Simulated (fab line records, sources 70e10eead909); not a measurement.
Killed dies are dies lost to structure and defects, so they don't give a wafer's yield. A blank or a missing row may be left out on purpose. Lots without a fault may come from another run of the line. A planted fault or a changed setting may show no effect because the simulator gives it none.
fab line records | flow nand_harc | part 2 of 2: steps 22 to 32 of 32
record lots=5 wafers=15 last_day=33
route steps=1302 shown A_CONTACT@1105 A_BLC@1107 A_M0@1137
lots that met no fault: from a run of the same line without faults
start_h: hours from the record's first day to the start of the lot's first wafer shown | wait_h: hours since the lot's step before | " the same as in the row above | L1.1+2: a row that stands for several wafers | - no value, or no start given | * or withheld: withheld | < > ~ a bound
route shown NAME@n: a module of which the file shows steps, and the number in the route of the first | usual: mean/standard deviation of fault-free wafers | same: alike in all rows | chamber/n: place in a boat | sites: the reading at each site | _std_site: their standard deviation | _edge_site: outer sites' mean less inner sites' | radius_mm: how far each site lies from the wafer's centre | mask NAME#n: copy n | behind: the tool/chamber that last shaped the wafer | hold: why the lot was held/for how many hours/how that ended | device: the transistor (n, p or np) that didn't switch | end of line: the same wafers' tests at the end of the route | a step without rows: its recipe alone | killed: dies lost to structure and defects at the first sort, not the wafer's yield | map: a wafer's dies, x killed, . not, _ none there
set.NAME: the setting as run; set.NAME@STEP: as run at that earlier step | model.NAME: the simulator's own value behind a step, which no gauge read
lots at some steps of the route; a table a step, a row a wafer
services: from which hour (start_h, from the record's first day; less than 0 if before it) a tool's chamber was out of use, for how many hours, and why
## steps
# step NHARC_A_BLC_STRIP_21
# recipe o2_flow_sccm=500 ar_flow_sccm=0 bias_w=0 chemistry=O2
# usual chamber_pressure_mTorr=60.00/0.057 drypump_motor_current_A=5.9/0.43 oes_product_au=0.999/0.013 rf_vpp_V=57.7/0.86 showerhead_plenum_p_Torr=3.50/0.13 throttle_valve_pct=17.036/0.0088
# same bias_w=0
# columns lot.wafer tool chamber start_h wait_h chamber_pressure_mTorr drypump_motor_current_A oes_product_au rf_hours_counter_h rf_vpp_V showerhead_plenum_p_Torr throttle_valve_pct
L077.2 rie_diel-12 3 561.00 0.1 60.07 6.6 0.989 7 56.5 3.51 17.034
L077.6 " 0 " " 59.97 5.7 0.998 - 56.8 3.43 17.042
L077.5 " 1 " " 59.99 5.2 1.005 - 57.8 3.33 17.037
L080.1 rie_diel-01 0 582.93 0.1 59.99 5.9 0.996 2 56.0 3.36 17.036
L080.3 " 2 " " 59.94 6.3 1.003 2 57.8 3.65 17.012
L080.6 " 0 " " 60.07 5.9 0.988 - 58.2 3.36 17.023
L083.1 rie_diel-01 1 612.95 0.2 60.07 5.7 0.995 5 58.6 3.74 17.038
L083.3 " 2 " " 59.94 6.3 1.010 6 57.9 3.65 17.043
L083.6 " 1 " " 60.07 5.7 1.002 - 58.0 3.74 17.036
L093.2 rie_diel-11 0 710.36 0.1 60.03 5.2 0.995 34 58.6 3.43 17.046
L093.4 " 1 " " 59.98 6.3 0.960 34 57.3 3.38 17.029
L093.1 " 2 " " 60.11 6.5 0.989 35 56.8 3.48 17.033
L096.3 rie_diel-12 1 748.68 0.1 59.99 5.2 1.013 8 56.6 3.33 17.040
L096.4 " 2 " " 60.00 5.7 0.991 10 58.9 3.46 17.027
L096.6 " 1 " " 59.97 5.2 1.017 - 57.1 3.33 17.033
# step NHARC_A_BLC_STRIP_22
# recipe time_s=600 temp_c=30 chemistry=post_etch_residue_remover
# columns lot.wafer tool chamber start_h wait_h
L077.2+6+5 wet_bench-01 6,7,2 561.13 -
L080.6+1+3 wet_bench-07 7,0,2 583.08 -
L083.6+1+3 wet_bench-07 5,7,1 613.11 -
L093.2+1+4 wet_bench-01 6,0,3 710.51 -
L096.3+6+4 wet_bench-01 7,0,4 748.83 -
# step NHARC_A_BLC_DEGAS_30
# recipe temp_c=300 time_s=60
# usual heater_power_w=452/45
# columns lot.wafer tool chamber start_h wait_h heater_power_w
L077.2 pvd_sputter-01 - 561.41 - 453
L077.5 " - " " 439
L077.6 " - " " 438
L080.3 pvd_sputter-03 - 583.35 - 473
L080.1 " - " " 410
L080.6 " - " " 483
L083.3 pvd_sputter-02 - 613.38 - 497
L083.1 " - " " 457
L083.6 " - " " 512
L093.4 pvd_sputter-01 - 710.78 - 482
L093.1 " - " " 432
L093.2 " - " " 434
L096.4 pvd_sputter-01 - 749.15 - 446
L096.3 " - " " 474
L096.6 " - " " 450
# step NHARC_A_BLC_PRE_CLEAN_31
# recipe time_s=15 bias_v=250 gas=Ar
# columns lot.wafer tool chamber start_h wait_h
L077.2+5+6 pvd_sputter-01 - - -
L080.3+1+6 pvd_sputter-03 - - -
L083.1+3+6 pvd_sputter-02 - - -
L093.2+4+1 pvd_sputter-01 - - -
L096.3+4+6 pvd_sputter-01 - - -
# step NHARC_A_BLC_PVD_32
# recipe target_thk_a=50 chamber_pressure_pa=5 power_w=5000 substrate_temp_c=200 time_s=17.7 material=Ti
# usual throttle_valve_pct=30.4/1.3
# columns lot.wafer tool chamber start_h wait_h throttle_valve_pct
L077.2 pvd_sputter-01 - - - 29.7
L077.6 " - " " 31.0
L077.5 " - " " 30.1
L080.3 pvd_sputter-03 - - - 31.1
L080.1 " - " " 27.1
L080.6 " - " " 31.7
L083.3 pvd_sputter-02 - - - 31.7
L083.1 " - " " 29.1
L083.6 " - " " 31.3
L093.1 pvd_sputter-01 - - - 29.2
L093.4 " - " " 28.8
L093.2 " - " " 30.5
L096.4 pvd_sputter-01 - - - 30.7
L096.3 " - " " 30.9
L096.6 " - " " 29.0
# step NHARC_A_BLC_ALD_23
# recipe target_thk_a=30 pulse_time_s=1 ald_cycles=150 temp_c=450 material=TiN
# usual heater_power_w=1094/130 precursor_pulse_height_rel=1.002/0.019
# same pulse_time_s=1
# columns lot.wafer tool chamber start_h wait_h heater_power_w precursor_pulse_height_rel
L077.2 ald_metal-03 3 561.65 - 1003 1.023
L077.6 " 3 " " 1020 1.008
L077.5 " 0 " " 1003 1.021
L080.3 ald_metal-03 3 583.60 - 984 1.031
L080.1 " 0 " " 1014 0.986
L080.6 " 2 " " 1180 1.001
L083.3 ald_metal-03 2 613.63 - 1205 0.988
L083.1 " 0 " " 1019 0.988
L083.6 " 1 " " 945 0.985
L093.2 ald_metal-02 1 711.02 - 1135 1.006
L093.4 " 2 " " 1348 1.000
L093.1 " 0 " " 1056 0.994
L096.4 ald_metal-02 0 749.42 - 1089 0.970
L096.3 " 1 " " 1104 0.981
L096.6 " 3 " " 1018 1.016
# step NHARC_A_BLC_CVD_24
# recipe target_thk_a=1500 temp_c=300 pressure_torr=40 wf6_flow_sccm=40 h2_flow_sccm=1600 ar_flow_sccm=1560 time_s=434 material=W
# usual heater_power_w=467/28 throttle_valve_pct=7.8/0.31
# columns lot.wafer tool chamber start_h wait_h heater_power_w throttle_valve_pct
L077.2 cvd_w-01 1 - - 489 7.1
L077.5 " 1 " " 495 7.4
L077.6 " 1 " " 498 7.4
L080.1 cvd_w-02 1 - - 424 7.9
L080.3 " 0 " " 493 7.7
L080.6 " 1 " " 425 7.9
L083.1 cvd_w-01 0 - - 447 8.2
L083.3 " 0 " " 445 8.2
L083.6 " 0 " " 442 8.1
L093.2 cvd_w-01 1 - - 504 7.6
L093.1 " 0 " " 448 8.2
L093.4 " 0 " " 434 8.1
L096.3 cvd_w-01 0 - - 449 7.9
L096.4 " 1 " " 495 7.4
L096.6 " 1 " " 502 7.2
# step NHARC_A_BLC_CMP_25
# recipe t_overpolish_s=30 target_thk_nm=150
# usual motor_current_A=11.9/1.2 overpolish_run_s=29.999/0.01 time_to_endpoint_s=30/4
# columns lot.wafer tool chamber start_h wait_h motor_current_A overpolish_run_s time_to_endpoint_s
L077.2 cmp-03 2 562.85 0.7 12.6 29.999 34
L077.6 " 2 " " 13.2 30.009 33
L077.5 " 3 " " 9.0 29.996 26
L080.3 cmp-01 3 584.31 0.2 12.0 29.988 28
L080.1 " 1 " " 11.1 29.998 34
L080.6 " 3 " " 11.4 30.002 27
L083.1 cmp-03 0 614.35 0.5 10.9 29.998 37
L083.3 " 2 " " 12.4 30.012 33
L083.6 " 0 " " 10.3 29.984 37
L093.1 cmp-01 3 711.78 0.4 11.8 30.004 25
L093.4 " 0 " " 13.1 29.987 36
L093.2 " 1 " " 11.8 29.990 34
L096.4 cmp-01 1 750.12 0.2 11.6 30.008 31
L096.3 " 3 " " 11.5 29.996 25
L096.6 " 2 " " 12.2 30.008 29
# step NHARC_A_BLC_SRD_27
# columns lot.wafer tool chamber start_h wait_h
L077.6+5+2 wet_bench-01 3,7,0 563.17 0.0
L080.6+1+3 wet_bench-05 1,2,3 584.63 0.0
L083.3+6+1 wet_bench-07 6,7,0 614.68 0.1
L093.4+2+1 wet_bench-01 1,2,4 712.08 0.0
L096.6+4+3 wet_bench-01 1,2,3 750.47 0.1
# step NHARC_A_BLC_INSPECT_28
# usual raw_defect_count=515/130
# columns lot.wafer tool chamber start_h wait_h raw_defect_count
L077.2 defect_inspect-02 - 563.25 0.1 403
L077.5 " - " " 541
L077.6 " - " " 626
L080.1 defect_inspect-01 - 584.74 0.1 453
L080.3 " - " " 541
L080.6 " - " " 540
L083.1 defect_inspect-01 - 614.75 0.1 446
L083.3 " - " " 470
L083.6 " - " " 413
L093.1 defect_inspect-02 - 712.15 0.1 455
L093.2 " - " " 419
L093.4 " - " " 445
L096.3 defect_inspect-01 - 750.55 0.1 469
L096.4 " - " " 454
L096.6 " - " " 494
# step NHARC_A_M0_DEP_00
# recipe target_thk_a=1500 target_thk_nm=150 temp_c=withheld pressure_torr=5 flow_sccm=200 rf_w=600 material=SiOC
# columns lot.wafer tool chamber start_h wait_h
L077.2+6+5 pecvd-01 2,2,1 563.32 0.1
L080.3+1+6 pecvd-03 1,2,1 584.86 0.1
L083.3+1+6 pecvd-01 2,0,2 614.82 0.1
L093.2+1+4 pecvd-01 1,2,1 712.22 0.1
L096.3+6+4 pecvd-01 2,1,2 750.70 0.2
## services
# columns tool chamber start_h hours kind
rie_diel-12 2 535.11 9.0 repair
cvd_w-01 - 547.00 13.0 pm
litho_track-04 - 553.00 7.0 pm
rie_diel-01 - 557.80 9.0 pm
wet_bench-01 - 557.98 1.1 repair
rie_diel-12 0 569.32 1.6 repair
cvd_w-01 0 577.12 4.9 repair
pvd_sputter-01 - 582.97 10.0 pm
rie_diel-12 0 599.53 10.3 repair
arfi_scanner-01 - 601.94 4.0 pm
rie_diel-01 - 603.45 0.3 repair
rie_diel-01 3 610.41 1.3 repair
rie_diel-11 - 610.62 9.0 pm
rie_diel-12 - 622.43 9.0 pm
wet_bench-01 - 629.60 8.0 pm
rie_diel-11 2 633.62 4.0 repair
rie_diel-11 3 662.43 17.0 repair
pecvd-01 - 673.27 13.0 pm
pvd_sputter-01 - 674.90 4.6 repair
litho_track-01 - 680.00 7.0 pm
rie_diel-12 1 684.35 11.4 repair
pvd_sputter-01 - 694.64 2.8 repair
litho_track-06 - 704.00 7.0 pm
litho_track-04 - 728.00 7.0 pm
